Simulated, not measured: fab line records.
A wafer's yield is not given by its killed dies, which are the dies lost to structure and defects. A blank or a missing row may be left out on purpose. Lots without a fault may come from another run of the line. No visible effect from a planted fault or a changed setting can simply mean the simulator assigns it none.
Comparing a struck lot with a sound one || flow nand harc || 27 steps out of a route of 1159
Sound: the wafers L841.1, L841.3, L841.4. Struck: wafer L850.6 (L850.4, L850.5, from the same lot, were not struck and are left out); the cause is given at the end.
At each step with rows: each side's tool, then ch and its chambers, then its first start. Under that, the readings that differ: sound wafers || struck wafers || difference of the means || sigmas: that difference in standard deviations of wafers without a fault.
alike: readings whose means differ by less than 2 such deviations, and words and numbers that are the same on both sides. not compared: withheld readings, readings that some wafer has no value for, bounds like >300 that may hide the same value, and numbers for which the record gives no deviation and whose values overlap.
A row with sigmas, a row that says differs or no value, or rows on one side alone: a step with any of these is where the two part. Numbers that don't overlap but have no deviation are shown without sigmas and don't part them. A reading that every wafer of one side lacks parts them only if that side has two wafers or more.

NHARC_P_M1_DEGAS_29: time 60 s.
  sound: pvd sputter-03 at day 7 09:20; struck: pvd sputter-03 at day 9 13:36
  alike: heater power w
then, 1 step without rows for these wafers: NHARC_P_M1_PRE_CLEAN_30 (time 30 s).
NHARC_P_M1_PVD_20: deposits TaN, target thk 5 nm, time 8.06 s.
  sound on pvd sputter-03; struck on pvd sputter-03
  alike: throttle valve pct
NHARC_P_M1_PVD_21: deposits Cu, target thk 30 nm, time 20.49 s.
  sound on pvd sputter-03; struck on pvd sputter-03
  alike: throttle valve pct
then, 2 steps without rows for these wafers: NHARC_P_M1_ECD_22 (material Cu, target thk 400 nm); NHARC_P_M1_ANNEAL_31 (time 90 s).
NHARC_P_M1_CMP_23: polishes, t overpolish 20 s, target thk 157.82 nm.
  sound on cmp-02 ch 0,1,2, day 7 10:28; struck on cmp-01 ch 3, day 9 14:42
  alike: motor current A, time to endpoint s
NHARC_P_M1_THK_MEAS_24: measures by xrf.
  sound: film metro-02 at day 7 10:45; struck: film metro-01 at day 9 15:01
  alike: thk nm
then, 1 step without rows for these wafers: NHARC_P_M1_SRD_25.
NHARC_P_M1_INSPECT_27:
  sound: defect inspect-01 at day 7 10:54; struck: defect inspect-02 at day 9 15:10
{"reading": "raw defect count", "sound": "188 213 223", "struck": 437, "difference": "+229", "sigmas": "+2"}
then, 1 step without rows for these wafers: NHARC_P_M1_PRE_CLEAN_32 (time 12 s).
NHARC_P_M1_DEP_33: deposits SiCN, target thk 30 nm.
  sound on pecvd-03 ch 0,2, day 7 11:04; struck on pecvd-03 ch 1, day 9 15:26
  alike: heater power w
then, 10 steps without rows for these wafers: NHARC_P_M2_DEP_00 (deposits SiOC, target thk 182.5 nm); NHARC_P_M2_DEHYDRATE_01 (time 120 s); NHARC_P_M2_HMDS_02 (time 30 s); NHARC_P_M2_COAT_34 (time 65 s); NHARC_P_M2_COAT_03 (resist thk 90 nm); NHARC_P_M2_SOFTBAKE_04 (time 55 s); NHARC_P_M2_EBR_05; NHARC_P_M2_EXPOSE_06 (exposes mask P M2, target cd 170 nm); NHARC_P_M2_PEB_07 (peb time 65 s); NHARC_P_M2_DEVELOP_08 (develop time 35 s).
NHARC_P_M2_CD_MEAS_09 targets a cd of 170 nm.
  sound on cd sem-03 ch 0, day 7 12:10; struck on cd sem-01 ch 0, day 9 16:34
{"reading": "cd nm (nm)", "sound": "171.1 170.8 170.7", "struck": 169.8, "difference": -1.1, "sigmas": -2}
NHARC_P_M2_OVL_MEAS_10: pitch 340 nm.
  sound: overlay-01 at day 7 12:15; struck: overlay-01 at day 9 16:39
  alike: overlay x nm, overlay y nm
NHARC_P_M2_INSPECT_11:
  sound: defect inspect-02 at day 7 12:17; struck: defect inspect-01 at day 9 16:41
{"reading": "raw defect count", "sound": "8 7 8", "struck": 694, "difference": "+686", "sigmas": "+99 or more"}
NHARC_P_M2_DESCUM_14: chemistry O2, time 3 s.
  sound on rie diel-05 ch 1,2,3, day 7 12:22; struck on rie diel-05 ch 3, day 9 16:45
  alike: drypump motor current A, oes product au, rf vpp V, showerhead plenum p Torr, throttle valve pct
  not compared: rf hours counter h
-- break in the record here, with 13 days between the starts of the struck wafers on either side (left off in module P_M2, picked up again in module END, where the first step shown is number 1159 on the route) --
NHARC_END_SORT_01:
  at this point the record logs the struck wafers (prober-01 ch 0, day 22 14:05) and has no rows for the sound ones

## WHERE THEY PART
At NHARC_P_M1_INSPECT_27 first; at NHARC_END_SORT_01 last (within this record only).

WHY: the cause the simulator had injected
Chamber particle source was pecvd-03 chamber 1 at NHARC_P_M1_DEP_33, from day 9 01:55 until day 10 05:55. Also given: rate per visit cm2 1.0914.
